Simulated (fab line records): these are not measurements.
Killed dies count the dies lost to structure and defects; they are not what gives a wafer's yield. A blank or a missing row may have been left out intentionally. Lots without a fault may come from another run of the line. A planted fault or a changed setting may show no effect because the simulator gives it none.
Check for tools in common	flow nandHarc	12 lots and 36 wafers in the sample

== REASON IT WAS OPENED ==
Flagged at NHARC_END_SORT_01: reading killedDies, on 2 of 12 lots. Wafers without a fault read 57, standard deviation 16.
Rule: a lot gets a flag if all its wafers with a number sit over 4 standard deviations from that mean, or if no wafer of it has a number. As for the other lots, they are considered sound.

lot	measured	on	killedDies, wafer by wafer	flag
L141	day 25 09:59	prober-02	61 55 59	
L144	day 26 23:50	prober-02	79 72 72	
L143	day 27 14:13	prober-01	36 26 38	
L145	day 27 23:05	prober-01	51 64 64	
L146	day 27 23:51	prober-02	41 30 47	
L150	day 29 06:17	prober-02	677 677 677	FLAGGED
L152	day 30 01:46	prober-02	677 677 677	FLAGGED
L157	day 32 21:14	prober-01	87 69 85	
L159	day 33 21:41	prober-02	29 46 41	
L158	day 34 14:02	prober-02	48 49 46	
L161	day 34 14:47	prober-01	76 65 68	
L160	day 34 21:46	prober-01	55 52 48	
The numbers of the flagged lots are 677 on average: +620 against the usual, or +39 standard deviations.

== WHICH TOOL EACH LOT WENT THROUGH ==
The record holds 3 process steps before the reading, out of a route of 1302 steps. In each cell: the tool, then ch and the chambers that the sampled wafers went through, then the start.
lot	flag	NHARC_A_SLIT_DEP_00	NHARC_A_SLIT_DESCUM_14	NHARC_A_SLIT_ETCH_24
L141		aclDep-02 ch 0, day 20 14:41	rieDiel-01 ch 0,1, day 20 18:35	rieDiel-01 ch 0,1,2, day 20 18:41
L144		aclDep-03 ch 0, day 22 05:24	rieDiel-08 ch 0,1,2, day 22 08:49	rieDiel-08 ch 1,2, day 22 08:53
L143		aclDep-02 ch 0, day 22 16:01	rieDiel-01 ch 0,1,3, day 22 19:53	rieDiel-01 ch 1,2,3, day 22 19:58
L145		aclDep-02 ch 0, day 23 00:38	rieDiel-08 ch 1,2,3, day 23 05:22	rieDiel-08 ch 0,3, day 23 05:26
L146		aclDep-01 ch 0, day 23 01:10	rieDiel-03 ch 0,2,3, day 23 05:13	rieDiel-03 ch 1,2,3, day 23 05:17
L150	FLAGGED	aclDep-02 ch 0, day 24 03:24	rieDiel-03 ch 0,3, day 24 07:26	rieDiel-03 ch 0,1,3, day 24 07:31
L152	FLAGGED	aclDep-01 ch 0, day 25 02:38	rieDiel-03 ch 1,2,3, day 25 06:00	rieDiel-03 ch 0,1, day 25 06:05
L157		aclDep-01 ch 0, day 27 12:29	rieDiel-01 ch 0,1,3, day 27 16:34	rieDiel-01 ch 1,2,3, day 27 16:40
L159		aclDep-01 ch 0, day 28 22:26	rieDiel-03 ch 2,3, day 29 03:00	rieDiel-03 ch 1,2, day 29 03:05
L158		aclDep-02 ch 0, day 29 05:17	rieDiel-03 ch 0,1,3, day 29 10:41	rieDiel-03 ch 0,2,3, day 29 10:46
L161		aclDep-01 ch 0, day 29 12:40	rieDiel-03 ch 0,1,3, day 29 16:37	rieDiel-03 ch 0,3, day 29 16:41
L160		aclDep-02 ch 0, day 29 09:08	rieDiel-01 ch 0,1,3, day 29 13:42	rieDiel-01 ch 0,1,3, day 29 13:47
What these steps do:
- NHARC_A_SLIT_DEP_00: deposits aC, target thk 6200 nm.
- NHARC_A_SLIT_DESCUM_14: chemistry O2, time 3 s.
- NHARC_A_SLIT_ETCH_24: etches the open film in CF4/CHF3, target depth 121 nm, time 60.5 s.
- NHARC_END_SORT_01

== FLAGGED AGAINST TOTAL, ONE TOOL AT A TIME (gauges that did the reading follow at the end) ==
step	tool	lots run	flagged	share of the flagged lots	sound lots run after its first flagged lot
NHARC_A_SLIT_DEP_00	aclDep-01	5	1	some	3 (L157,L159,L161)
NHARC_A_SLIT_DEP_00	aclDep-02	6	1	some	2 (L158,L160)
NHARC_A_SLIT_DEP_00	aclDep-03	1	0	none	-
NHARC_A_SLIT_DESCUM_14	rieDiel-01	4	0	none	-
NHARC_A_SLIT_DESCUM_14	rieDiel-03	6	2	all	3 (L159,L158,L161)
NHARC_A_SLIT_DESCUM_14	rieDiel-08	2	0	none	-
NHARC_A_SLIT_ETCH_24	rieDiel-01	4	0	none	-
NHARC_A_SLIT_ETCH_24	rieDiel-03	6	2	all	3 (L159,L158,L161)
NHARC_A_SLIT_ETCH_24	rieDiel-08	2	0	none	-
NHARC_END_SORT_01	prober-01	5	0	none	-
NHARC_END_SORT_01	prober-02	7	2	all	2 (L159,L158)

== WHAT THE TABLE PERMITS ==
In the table, 3 rows ran each flagged lot (rieDiel-03 at NHARC_A_SLIT_DESCUM_14; rieDiel-03 at NHARC_A_SLIT_ETCH_24; prober-02 at NHARC_END_SORT_01).
- rieDiel-03 at NHARC_A_SLIT_DESCUM_14 ran 6 lots, 2 of them flagged. Sound lots followed the first flagged one (L159, L158, L161) on it, something a lasting fault affecting the whole tool could not allow.
- rieDiel-03 at NHARC_A_SLIT_ETCH_24 ran 6 lots, 2 of them flagged. Sound lots followed the first flagged one (L159, L158, L161) on it, something a lasting fault affecting the whole tool could not allow. On the flagged lots its readings are blank where sound lots have values: biasW, cf4FlowSccm, drypumpMotorCurrentA, oesProductAu and 3 more.
- prober-02 at NHARC_END_SORT_01 ran 7 lots, 2 of them flagged. Sound lots followed the first flagged one (L159, L158) on it, something a lasting fault affecting the whole tool could not allow.
None of the table's rows ran every flagged lot and, after the first, no sound lot.

== WHAT WAS PUT IN BY THE SIMULATOR ==
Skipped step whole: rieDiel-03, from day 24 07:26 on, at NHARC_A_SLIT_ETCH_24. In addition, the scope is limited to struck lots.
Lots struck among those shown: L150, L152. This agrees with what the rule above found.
